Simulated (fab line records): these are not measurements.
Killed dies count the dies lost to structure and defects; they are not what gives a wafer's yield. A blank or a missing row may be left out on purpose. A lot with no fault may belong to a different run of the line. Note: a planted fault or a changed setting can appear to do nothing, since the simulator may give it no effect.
fab line records	flow nand_harc	part 1 of 2: steps 1 to 23 of 35
[record] lots = 5	wafers = 15	last_day = 24
route steps=1159 shown A_BLC@989 A_M0@994
lots with no fault: from the same line, run without faults
start_h: start of the lot's first displayed wafer, in hours after the record's first day	wait_h: hours from the lot's prior step to this one	" the same as in the row above	L1.1+2: a single row standing in for several wafers	- value missing, or start not given	* or withheld: withheld	< > ~ a bound
route shown NAME@n: a module of which the file shows steps, and the number in the route of the first	usual: mean/standard deviation of fault-free wafers	same: alike in all rows	chamber/n: place in a boat	sites: each site's reading	_std_site: how widely they spread, as a standard deviation	_edge_site: outer sites' mean less inner sites'	radius_mm: for every site, how far away it sits from the centre of the wafer	mask NAME#n: copy n	behind: the tool/chamber that last shaped the wafer	hold: why the lot was held/for how many hours/how that ended	device: which transistor (n, p or np) failed to switch	end of line: the route-end tests of the same wafers	step lacking rows: just its recipe	killed: the dies lost at the first sort to structure and to defects; this is not the yield of the wafer	map: shows each die of a wafer: x if killed, . if not, _ if none is there
set.NAME: the run value of the setting; set.NAME@STEP: its run value at that earlier step	model.NAME: the simulator's own value behind a step, which no gauge read
certain route steps with their lots: each step a table, each wafer a row
services: the hour from which a tool's chamber was out of use, counted from the record's first day as start_h (under 0 if before that day), plus the number of hours and why
[[steps]]
[step NHARC_A_BLC_CVD_24]
[recipe] target_thk_a = 1500	temp_c = 300	pressure_torr = 40	wf6_flow_sccm = 40	h2_flow_sccm = 1600	ar_flow_sccm = 1560	time_s = 434	material = W
[usual] heater_power_w = 517/34	mfc_ar_sccm = 1559/4.1	mfc_wf6_sccm = 40.00/0.11	throttle_valve_pct = 7.78/0.2
lot.wafer	tool	chamber	start_h	wait_h	heater_power_w	mfc_ar_sccm	mfc_wf6_sccm	since_wet_clean_h	throttle_valve_pct
L080.1	cvd_w-02	0	-	-	500	1552	39.98	37	7.42
L080.4	"	0	"	"	498	1550	40.05	-	7.91
L080.6	"	0	"	"	495	1558	39.89	-	7.58
L081.1	cvd_w-02	1	-	-	560	1564	39.85	55	7.72
L081.2	"	1	"	"	537	1563	40.00	-	7.41
L081.3	"	1	"	"	551	1562	39.97	-	7.72
L091.1	cvd_w-01	1	-	-	572	1559	40.10	17	7.99
L091.4	"	0	"	"	480	1553	39.99	-	7.69
L091.5	"	0	"	"	478	1552	39.97	-	7.78
L094.4	cvd_w-02	0	-	-	488	1554	40.14	-	7.74
L094.5	"	1	"	"	545	1561	39.94	-	7.47
L094.6	"	0	"	"	503	1564	40.15	-	7.64
L093.3	cvd_w-01	0	-	-	479	1563	40.03	-	7.90
L093.4	"	1	"	"	559	1557	40.09	-	7.60
L093.6	"	1	"	"	556	1562	39.98	-	7.76
[step NHARC_A_BLC_CMP_25]
[recipe] t_overpolish_s = 30	target_thk_nm = 150
[usual] motor_current_A = 12.1/1.3	overpolish_run_s = 29.999/0.0087	slurry_flow_ml_min = 150.0/0.45	time_to_endpoint_s = 29.1/2.9
lot.wafer	tool	chamber	start_h	wait_h	motor_current_A	overpolish_run_s	slurry_flow_ml_min	time_to_endpoint_s
L080.1	cmp-02	0	428.65	0.4	9.8	29.997	150.2	23.9
L080.4	"	2	"	"	13.2	29.996	150.6	28.4
L080.6	"	0	"	"	9.5	29.997	150.1	28.1
L081.3	cmp-02	2	447.60	0.5	13.1	30.001	149.6	31.7
L081.2	"	3	"	"	10.7	29.990	150.8	26.7
L081.1	"	1	"	"	11.7	30.009	150.0	33.2
L091.4	cmp-02	2	504.86	0.3	13.6	29.989	150.2	30.1
L091.1	"	0	"	"	9.9	29.990	150.2	28.3
L091.5	"	2	"	"	13.5	30.004	150.5	28.6
L094.4	cmp-04	3	524.25	0.3	14.3	30.005	149.0	25.0
L094.5	"	0	"	"	14.3	29.999	150.0	27.8
L094.6	"	1	"	"	12.1	30.004	149.6	21.4
L093.3	cmp-03	1	524.36	0.3	12.3	29.995	150.4	33.9
L093.4	"	2	"	"	13.0	29.993	149.7	33.7
L093.6	"	1	"	"	12.1	30.011	150.3	33.3
[step NHARC_A_BLC_SRD_27]
lot.wafer	tool	chamber	start_h	wait_h
L080.4+1+6	wet_bench-06	3,4,6	428.99	0.1
L081.1+2+3	wet_bench-06	4,6,0	447.92	0.0
L091.1+5+4	wet_bench-06	6,7,2	505.17	0.0
L094.5+4+6	wet_bench-03	1,3,4	524.50	0.0
L093.6+3+4	wet_bench-04	7,0,1	524.69	0.0
[step NHARC_A_BLC_INSPECT_28]
[usual] raw_defect_count = 446/120
lot.wafer	tool	chamber	start_h	wait_h	raw_defect_count
L080.1	defect_inspect-02	-	429.08	0.1	240
L080.4	"	-	"	"	498
L080.6	"	-	"	"	380
L081.1	defect_inspect-02	-	448.00	0.1	746
L081.2	"	-	"	"	462
L081.3	"	-	"	"	869
L091.1	defect_inspect-02	-	505.25	0.1	484
L091.4	"	-	"	"	475
L091.5	"	-	"	"	389
L094.4	defect_inspect-02	-	524.58	0.1	737
L094.5	"	-	"	"	439
L094.6	"	-	"	"	627
L093.3	defect_inspect-02	-	524.79	0.1	238
L093.4	"	-	"	"	285
L093.6	"	-	"	"	370
[step NHARC_A_M0_DEP_00]
[recipe] target_thk_a = 1500	target_thk_nm = 150	temp_c = withheld	pressure_torr = 5	flow_sccm = 200	rf_w = 600	material = SiOC
lot.wafer	tool	chamber	start_h	wait_h	since_wet_clean_h
L080.1	pecvd-02	2	429.28	0.2	82
L080.4	"	1	"	"	-
L080.6	"	2	"	"	-
L081.2	pecvd-04	1	448.26	0.3	59
L081.3	"	2	"	"	59
L081.1	"	0	"	"	59
L091.1	pecvd-04	2	505.31	0.1	116
L091.4	"	0	"	"	-
L091.5	"	2	"	"	-
L094.5	pecvd-04	1	524.78	0.2	-
L094.6	"	2	"	"	-
L094.4	"	0	"	"	-
L093.3	pecvd-03	1	524.95	0.2	39
L093.4	"	2	"	"	-
L093.6	"	0	"	"	-
[step NHARC_A_M0_DEHYDRATE_01]
[recipe] temp_c = 150	time_s = 120
[usual] chill_plate_temp_C = 23.01/0.091
lot.wafer	tool	chamber	start_h	wait_h	chill_plate_temp_C
L080.1	litho_track-06	0	429.64	-	22.97
L080.4	"	0	"	"	22.85
L080.6	"	0	"	"	22.85
L081.1	litho_track-06	0	448.66	-	22.99
L081.2	"	0	"	"	23.00
L081.3	"	0	"	"	23.01
L091.1	litho_track-06	0	505.85	0.5	22.95
L091.4	"	0	"	"	22.94
L091.5	"	0	"	"	22.94
L094.4	litho_track-01	0	525.05	-	22.95
L094.5	"	0	"	"	23.12
L094.6	"	0	"	"	22.90
L093.3	litho_track-04	0	525.26	-	23.03
L093.4	"	0	"	"	22.82
L093.6	"	0	"	"	22.93
[step NHARC_A_M0_HMDS_02]
[recipe] time_s = 30
[usual] chill_plate_temp_C = 23.01/0.12
lot.wafer	tool	chamber	start_h	wait_h	chill_plate_temp_C
L080.1	litho_track-06	0	-	-	22.91
L080.4	"	0	"	"	23.06
L080.6	"	0	"	"	22.97
L081.1	litho_track-06	0	-	-	22.93
L081.2	"	0	"	"	23.06
L081.3	"	0	"	"	22.99
L091.1	litho_track-06	0	-	-	23.19
L091.4	"	0	"	"	23.17
L091.5	"	0	"	"	23.14
L094.4	litho_track-01	0	-	-	23.01
L094.5	"	0	"	"	23.10
L094.6	"	0	"	"	22.86
L093.3	litho_track-04	0	-	-	23.10
L093.4	"	0	"	"	23.07
L093.6	"	0	"	"	22.96
[step NHARC_A_M0_COAT_33]
[recipe] temp_c = 200	time_s = 65
[usual] chill_plate_temp_C = 23.00/0.1
lot.wafer	tool	chamber	start_h	wait_h	chill_plate_temp_C
L080.1	litho_track-06	0	-	-	22.86
L080.4	"	0	"	"	22.92
L080.6	"	0	"	"	22.91
L081.1	litho_track-06	0	-	-	22.99
L081.2	"	0	"	"	22.92
L081.3	"	0	"	"	22.93
L091.1	litho_track-06	0	-	-	22.90
L091.4	"	0	"	"	23.02
L091.5	"	0	"	"	22.85
L094.4	litho_track-01	0	-	-	23.02
L094.5	"	0	"	"	22.99
L094.6	"	0	"	"	22.94
L093.3	litho_track-04	0	-	-	22.99
L093.4	"	0	"	"	22.98
L093.6	"	0	"	"	23.11
[step NHARC_A_M0_COAT_03]
[recipe] spin_rpm = 1500	resist_thk_nm = 90
[usual] chill_plate_temp_C = 22.98/0.11	spin_speed_rpm = 1500.0/0.83
lot.wafer	tool	chamber	start_h	wait_h	chill_plate_temp_C	spin_speed_rpm
L080.1	litho_track-06	0	-	-	23.10	1500.6
L080.4	"	0	"	"	23.01	1499.7
L080.6	"	0	"	"	23.05	1500.5
L081.1	litho_track-06	0	-	-	23.02	1499.4
L081.2	"	0	"	"	22.98	1500.6
L081.3	"	0	"	"	22.98	1499.5
L091.1	litho_track-06	0	-	-	22.98	1499.8
L091.4	"	0	"	"	22.97	1500.4
L091.5	"	0	"	"	23.05	1500.4
L094.4	litho_track-01	0	-	-	22.97	1501.2
L094.5	"	0	"	"	22.97	1501.6
L094.6	"	0	"	"	22.82	1499.7
L093.3	litho_track-04	0	-	-	23.03	1501.0
L093.4	"	0	"	"	23.07	1501.8
L093.6	"	0	"	"	23.07	1501.2
[step NHARC_A_M0_SOFTBAKE_04]
[recipe] temp_c = 105	time_s = 55
[usual] chill_plate_temp_C = 23.00/0.1
lot.wafer	tool	chamber	start_h	wait_h	chill_plate_temp_C
L080.1	litho_track-06	0	-	-	23.14
L080.4	"	0	"	"	22.98
L080.6	"	0	"	"	23.18
L081.1	litho_track-06	0	-	-	22.94
L081.2	"	0	"	"	22.93
L081.3	"	0	"	"	23.06
L091.1	litho_track-06	0	-	-	22.97
L091.4	"	0	"	"	22.99
L091.5	"	0	"	"	22.87
L094.4	litho_track-01	0	-	-	23.03
L094.5	"	0	"	"	22.92
L094.6	"	0	"	"	22.97
L093.3	litho_track-04	0	-	-	23.01
L093.4	"	0	"	"	22.99
L093.6	"	0	"	"	23.18
[step NHARC_A_M0_EBR_05]
[usual] chill_plate_temp_C = 22.99/0.11
lot.wafer	tool	chamber	start_h	wait_h	chill_plate_temp_C
L080.1	litho_track-06	0	-	-	23.05
L080.4	"	0	"	"	22.98
L080.6	"	0	"	"	22.92
L081.1	litho_track-06	0	-	-	22.99
L081.2	"	0	"	"	22.84
L081.3	"	0	"	"	22.98
L091.1	litho_track-06	0	-	-	22.94
L091.4	"	0	"	"	23.04
L091.5	"	0	"	"	23.08
L094.4	litho_track-01	0	-	-	23.20
L094.5	"	0	"	"	23.09
L094.6	"	0	"	"	23.05
L093.3	litho_track-04	0	-	-	23.12
L093.4	"	0	"	"	23.06
L093.6	"	0	"	"	23.02
[step NHARC_A_M0_EXPOSE_06]
[recipe] na = 1.35	target_cd_nm = 80	dose_mj = 83.25	mask_id = A_M0
lot.wafer	tool	chamber	start_h	wait_h	mask
L080.1+4+6	arfi_scanner-01	0	429.93	-	A_M0#0
L081.1+2+3	arfi_scanner-02	0	448.95	-	A_M0#0
L091.1+4+5	arfi_scanner-02	0	506.14	-	A_M0#0
L094.4+5+6	arfi_scanner-03	0	525.35	-	A_M0#0
L093.3+4+6	arfi_scanner-02	0	525.56	-	A_M0#0
[step NHARC_A_M0_PEB_07]
[recipe] peb_temp_c = 100	peb_time_s = 65
[usual] chill_plate_temp_C = 23.03/0.1
lot.wafer	tool	chamber	start_h	wait_h	chill_plate_temp_C
L080.1	litho_track-01	0	429.99	0.1	22.98
L080.4	"	0	"	"	23.19
L080.6	"	0	"	"	23.11
L081.1	litho_track-06	0	449.01	0.1	23.23
L081.2	"	0	"	"	22.91
L081.3	"	0	"	"	22.96
L091.1	litho_track-06	0	506.20	0.1	23.05
L091.4	"	0	"	"	23.01
L091.5	"	0	"	"	23.14
L094.4	litho_track-06	0	525.40	0.0	23.19
L094.5	"	0	"	"	22.93
L094.6	"	0	"	"	22.84
L093.3	litho_track-01	0	525.61	0.0	22.97
L093.4	"	0	"	"	22.98
L093.6	"	0	"	"	22.97
[step NHARC_A_M0_DEVELOP_08]
[recipe] develop_time_s = 35	dev_temp_c = 23
[usual] chill_plate_temp_C = 23.00/0.11	developer_temp_C = 22.99/0.11
lot.wafer	tool	chamber	start_h	wait_h	chill_plate_temp_C	developer_temp_C
L080.1	litho_track-01	0	-	-	22.91	22.96
L080.4	"	0	"	"	22.93	23.08
L080.6	"	0	"	"	22.97	23.05
L081.1	litho_track-06	0	-	-	23.14	22.99
L081.2	"	0	"	"	23.17	22.99
L081.3	"	0	"	"	23.13	22.98
L091.1	litho_track-06	0	-	-	22.97	23.01
L091.4	"	0	"	"	22.95	23.17
L091.5	"	0	"	"	23.07	22.99
L094.4	litho_track-06	0	-	-	22.92	22.86
L094.5	"	0	"	"	22.82	23.14
L094.6	"	0	"	"	23.00	22.91
L093.3	litho_track-01	0	-	-	23.09	23.01
L093.4	"	0	"	"	23.19	22.86
L093.6	"	0	"	"	22.98	22.96
[step NHARC_A_M0_CD_MEAS_09]
[recipe] target_cd_nm = 80	landing_energy_ev = 500
[usual] cd_nm = 80.1/0.66
lot.wafer	tool	chamber	start_h	wait_h	cd_nm
L080.1	cd_sem-02	0	430.07	-	80.3
L080.4	"	0	"	"	79.3
L080.6	"	0	"	"	80.6
L081.1	cd_sem-03	0	449.09	-	79.8
L081.2	"	0	"	"	79.9
L081.3	"	0	"	"	80.6
L091.1	cd_sem-03	0	506.28	-	79.9
L091.4	"	0	"	"	79.8
L091.5	"	0	"	"	80.8
L094.4	cd_sem-01	0	525.49	-	80.2
L094.5	"	0	"	"	81.5
L094.6	"	0	"	"	79.8
L093.3	cd_sem-02	0	525.69	-	79.3
L093.4	"	0	"	"	79.8
L093.6	"	0	"	"	80.3
[step NHARC_A_M0_OVL_MEAS_10]
[recipe] pitch_nm = 160
[usual] overlay_x_nm = 0.1/0.84	overlay_y_nm = -0.1/0.87
lot.wafer	tool	chamber	start_h	wait_h	overlay_x_nm	overlay_y_nm
L080.1	overlay-01	-	430.16	-	-2.0	0.3
L080.4	"	-	"	"	-2.2	-0.5
L080.6	"	-	"	"	-1.4	-0.6
L081.1	overlay-02	-	449.18	-	-0.7	-0.4
L081.2	"	-	"	"	-1.1	-0.5
L081.3	"	-	"	"	-0.5	-0.6
L091.1	overlay-01	-	506.37	-	0.6	0.4
L091.4	"	-	"	"	0.7	0.2
L091.5	"	-	"	"	0.2	-0.1
L094.4	overlay-02	-	525.57	-	0.4	0.5
L094.5	"	-	"	"	0.1	0.9
L094.6	"	-	"	"	0.4	0.5
L093.3	overlay-02	-	525.78	-	0.9	-0.1
L093.4	"	-	"	"	0.6	0.1
L093.6	"	-	"	"	1.1	-0.9
[step NHARC_A_M0_INSPECT_11]
[usual] raw_defect_count = 30/14
lot.wafer	tool	chamber	start_h	wait_h	raw_defect_count
L080.1	defect_inspect-01	-	430.19	0.0	18
L080.4	"	-	"	"	20
L080.6	"	-	"	"	21
L081.1	defect_inspect-01	-	449.22	0.0	25
L081.2	"	-	"	"	32
L081.3	"	-	"	"	26
L091.1	defect_inspect-02	-	506.40	0.0	16
L091.4	"	-	"	"	15
L091.5	"	-	"	"	17
L094.4	defect_inspect-02	-	525.61	0.0	61
L094.5	"	-	"	"	56
L094.6	"	-	"	"	63
L093.3	defect_inspect-02	-	525.81	0.0	24
L093.4	"	-	"	"	23
L093.6	"	-	"	"	25
[step NHARC_A_M0_DESCUM_14]
[recipe] time_s = 3	o2_flow_sccm = 200	ar_flow_sccm = 0	bias_power_w = 0	chemistry = O2
[usual] drypump_motor_current_A = 5.7/0.38	mfc_ar_sccm = 0.001/0.0031	oes_product_au = 1.000/0.0098	rf_vpp_V = 57.7/0.94	showerhead_plenum_p_Torr = 1.87/0.07	throttle_valve_pct = 11.310/0.0092
lot.wafer	tool	chamber	start_h	wait_h	drypump_motor_current_A	mfc_ar_sccm	oes_product_au	rf_hours_counter_h	rf_vpp_V	showerhead_plenum_p_Torr	throttle_valve_pct
L080.1	rie_diel-07	0	430.26	0.1	5.7	0	1.002	0	58.2	1.79	11.308
L080.4	"	1	"	"	5.7	0	1.011	1	57.9	1.90	11.298
L080.6	"	3	"	"	5.7	0	1.014	-	58.3	1.87	11.316
L081.1	rie_diel-13	0	449.28	0.1	5.3	0	0.994	9	56.7	1.80	11.320
L081.2	"	1	"	"	6.1	0	0.997	6	57.6	1.92	11.313
L081.3	"	3	"	"	5.1	0	0.993	9	58.3	2.05	11.311
L091.4	rie_diel-09	0	506.48	0.1	6.2	0.010	1.007	4	56.7	1.86	11.324
L091.1	"	1	"	"	6.4	0	1.002	4	60.0	1.80	11.307
L091.5	"	2	"	"	5.8	0	0.996	-	58.5	1.89	11.316
L094.4	rie_diel-07	1	525.67	0.1	5.7	0	0.999	9	58.4	1.90	11.319
L094.6	"	1	"	"	5.7	0	1.001	-	56.9	1.90	11.303
L094.5	"	2	"	"	5.1	0	1.014	-	58.0	1.82	11.311
L093.3	rie_diel-13	1	525.87	0.1	6.1	0	0.989	5	56.3	1.91	11.311
L093.4	"	2	"	"	5.8	0	1.003	4	57.8	1.79	11.300
L093.6	"	1	"	"	6.1	0	1.002	-	57.1	1.91	11.309
[step NHARC_A_M0_ETCH_34]
[recipe] target_depth_a = 400	overetch_a = 120	time_s = 43.94	ion_energy_ev = 200	n2_flow_sccm = 150	h2_flow_sccm = 150	ar_flow_sccm = 0	rf_w = 400	bias_w = 150	chemistry = N2/H2
[usual] drypump_motor_current_A = 5.7/0.38	oes_product_au = 1.000/0.01	rf_vpp_V = 429.2/2.4	showerhead_plenum_p_Torr = 1.99/0.083	throttle_valve_pct = 14.171/0.011
[same] mfc_ar_sccm = 0
lot.wafer	tool	chamber	start_h	wait_h	drypump_motor_current_A	oes_product_au	rf_hours_counter_h	rf_vpp_V	showerhead_plenum_p_Torr	throttle_valve_pct
L080.4	rie_diel-07	3	430.34	0.1	5.7	1.007	0	429.9	1.99	14.185
L080.1	"	0	"	"	5.7	0.989	0	426.5	1.91	14.156
L080.6	"	2	"	"	5.1	1.015	-	428.3	1.94	14.159
L081.1	rie_diel-13	3	449.36	0.1	5.1	0.997	9	435.6	2.19	14.163
L081.3	"	1	"	"	6.1	1.015	6	429.7	2.04	14.172
L081.2	"	2	"	"	5.8	1.000	9	426.2	1.91	14.180
L091.4	rie_diel-09	1	506.55	0.1	6.4	1.016	4	425.4	1.91	14.181
L091.1	"	2	"	"	5.7	1.001	4	429.1	2.02	14.168
L091.5	"	1	"	"	6.5	1.004	-	427.6	1.91	14.179
L094.4	rie_diel-07	2	525.76	0.1	5.2	1.019	8	427.0	1.94	14.167
L094.6	"	1	"	"	5.7	1.004	-	430.9	2.02	14.189
L094.5	"	2	"	"	5.1	1.015	-	427.7	1.94	14.169
L093.3	rie_diel-13	3	525.97	0.1	5.1	1.003	4	435.2	2.18	14.171
L093.4	"	0	"	"	5.3	0.988	4	426.3	1.91	14.172
L093.6	"	1	"	"	6.1	0.988	-	431.3	2.04	14.164
[step NHARC_A_M0_ETCH_15]
[recipe] target_depth_a = 1500	overetch_a = 150	time_s = 82.5	c4f8_flow_sccm = withheld	ar_flow_sccm = 400	rf_w = 600	bias_w = 300	chemistry = C4F8/Ar
[usual] oes_product_au = 0.957/0.022	rf_vpp_V = 439.3/2.4
lot.wafer	tool	chamber	start_h	wait_h	oes_product_au	rf_hours_counter_h	rf_vpp_V
L080.1	rie_diel-07	2	-	-	0.991	1	439.1
L080.4	"	3	"	"	0.963	0	438.9
L080.6	"	3	"	"	0.960	-	439.0
L081.1	rie_diel-13	0	-	-	0.951	9	436.8
L081.2	"	1	"	"	0.965	6	441.5
L081.3	"	3	"	"	0.963	9	445.0
L091.1	rie_diel-09	3	-	-	0.959	4	439.0
L091.4	"	2	"	"	0.958	4	440.5
L091.5	"	0	"	"	0.987	-	440.8
L094.4	rie_diel-07	0	-	-	0.922	8	438.8
L094.6	"	0	"	"	0.920	-	435.1
L094.5	"	1	"	"	0.921	-	440.4
L093.4	rie_diel-13	2	-	-	0.971	4	437.7
L093.3	"	1	"	"	0.968	5	441.7
L093.6	"	3	"	"	0.972	-	444.1
[step NHARC_A_M0_CD_MEAS_16]
[usual] cd_nm = 80.0/0.85
lot.wafer	tool	chamber	start_h	wait_h	cd_nm
L080.1	cd_sem-02	-	430.55	-	81.8
L080.4	"	-	"	"	79.0
L080.6	"	-	"	"	79.8
L081.1	cd_sem-01	-	449.58	-	79.5
L081.2	"	-	"	"	80.0
L081.3	"	-	"	"	80.4
L091.1	cd_sem-03	-	506.77	-	80.2
L091.4	"	-	"	"	79.8
L091.5	"	-	"	"	80.6
L094.4	cd_sem-01	-	525.97	-	79.6
L094.5	"	-	"	"	81.1
L094.6	"	-	"	"	80.5
L093.3	cd_sem-02	-	526.19	-	79.1
L093.4	"	-	"	"	78.5
L093.6	"	-	"	"	81.0
[step NHARC_A_M0_STRIP_18]
[recipe] power_w = 1000	n2_flow_sccm = 150	h2_flow_sccm = 150	ar_flow_sccm = 0	bias_w = 0	chemistry = N2/H2
[usual] drypump_motor_current_A = 5.8/0.4	mfc_ar_sccm = 0.002/0.0034	oes_product_au = 0.999/0.01	rf_vpp_V = 90.3/0.93	showerhead_plenum_p_Torr = 1.98/0.074	throttle_valve_pct = 14.171/0.0096
lot.wafer	tool	chamber	start_h	wait_h	drypump_motor_current_A	mfc_ar_sccm	oes_product_au	rf_hours_counter_h	rf_vpp_V	showerhead_plenum_p_Torr	throttle_valve_pct
L080.4	rie_diel-07	2	430.69	0.1	5.2	0	1.019	1	89.6	1.94	14.171
L080.1	"	3	"	"	5.8	0	1.016	1	89.8	1.99	14.163
L080.6	"	0	"	"	5.7	0	1.003	-	89.3	1.91	14.163
L081.2	rie_diel-09	0	449.65	0.1	6.2	0.010	1.022	1	90.8	1.98	14.180
L081.3	"	2	"	"	5.7	0	0.986	0	89.8	2.02	14.170
L081.1	"	3	"	"	5.9	0.005	0.996	0	89.4	1.99	14.179
L091.4	rie_diel-09	1	506.87	0.1	6.5	0	1.000	4	89.1	1.91	14.167
L091.1	"	2	"	"	5.7	0	0.996	4	90.4	2.02	14.179
L091.5	"	0	"	"	6.2	0.010	0.996	-	89.3	1.98	14.173
L094.4	rie_diel-07	0	526.06	0.1	5.7	0	1.006	8	89.2	1.91	14.162
L094.5	"	3	"	"	5.8	0	1.001	-	92.7	1.99	14.164
L094.6	"	0	"	"	5.7	0	1.003	-	91.0	1.91	14.169
L093.3	rie_diel-09	0	526.29	0.1	6.2	0.010	1.017	7	91.4	1.98	14.175
L093.6	"	2	"	"	5.7	0	0.992	-	89.9	2.02	14.159
L093.4	"	0	"	"	6.2	0.010	0.994	-	91.1	1.98	14.166
[step NHARC_A_M0_STRIP_19]
[recipe] time_s = 600	temp_c = 30	chemistry = post_etch_residue_remover
lot.wafer	tool	chamber	start_h	wait_h
L080.4+6+1	wet_bench-07	1,3,4	430.92	-
L081.1+3+2	wet_bench-02	4,5,1	449.98	-
L091.5+4+1	wet_bench-02	0,2,4	507.11	-
L094.6+4+5	wet_bench-09	3,4,5	526.32	-
L093.4+3+6	wet_bench-02	4,6,7	526.58	-
